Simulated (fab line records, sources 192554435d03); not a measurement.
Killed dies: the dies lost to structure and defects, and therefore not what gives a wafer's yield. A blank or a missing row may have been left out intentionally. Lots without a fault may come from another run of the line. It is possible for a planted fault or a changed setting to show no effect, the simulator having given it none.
Matching of chambers || flow n5-finfet || cmp-02 running N5_BEOL_M7_CMP_52: 4 sister chambers
The step polishes, stops on SiCOH lowk, t overpolish 6.9 s, target thk 80 nm. 4 wafers are shown with their chamber, then 7 later ones without.

== EACH WAFER AND ITS CHAMBER ==
{"wafer": "L081.3", "chamber": 2, "time-to-endpoint-s (s)": 70}
{"wafer": "L081.5", "chamber": 0, "time-to-endpoint-s (s)": 65}
{"wafer": "L087.1", "chamber": 1, "time-to-endpoint-s (s)": 74}
{"wafer": "L087.3", "chamber": 3, "time-to-endpoint-s (s)": 60}

== WAFERS WITH NO CHAMBER GIVEN ==
{"wafer": "L087.6", "time-to-endpoint-s (s)": 72}
{"wafer": "L093.2", "time-to-endpoint-s (s)": 64}
{"wafer": "L093.4", "time-to-endpoint-s (s)": 60}
{"wafer": "L093.5", "time-to-endpoint-s (s)": 71}
{"wafer": "L094.1", "time-to-endpoint-s (s)": 57}
{"wafer": "L094.4", "time-to-endpoint-s (s)": 60}
{"wafer": "L094.6", "time-to-endpoint-s (s)": 60}

== WHICH CHAMBER EACH ONE RAN IN ==
{"wafer": "L087.6", "from the rows above": "can't be placed: 1 or 2", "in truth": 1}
{"wafer": "L093.2", "from the rows above": 0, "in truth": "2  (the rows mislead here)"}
{"wafer": "L093.4", "from the rows above": 3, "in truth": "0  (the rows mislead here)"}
{"wafer": "L093.5", "from the rows above": "can't be placed: 2 or 1", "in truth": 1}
{"wafer": "L094.1", "from the rows above": 3, "in truth": 3}
{"wafer": "L094.4", "from the rows above": 3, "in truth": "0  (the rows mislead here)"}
{"wafer": "L094.6", "from the rows above": 3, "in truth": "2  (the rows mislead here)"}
1 of 7 placed correctly. Not placeable from these rows: 2 (in 2, the candidates include the true chamber). Wrongly placed: 4.
How it was worked out, from the rows above alone: a wafer's distance from a chamber is the root of the sum, over the readings, of the square of ((its reading less the chamber's mean) divided by the reading's scatter). The wafer belongs to the nearest chamber; if the next one is less than 2 further off, it can't be placed. For every chamber, the mean is computed from those of its wafers that are shown. The scatter: root of mean squared gap, hidden wafer to nearest shown wafer, with one shown wafer a chamber.
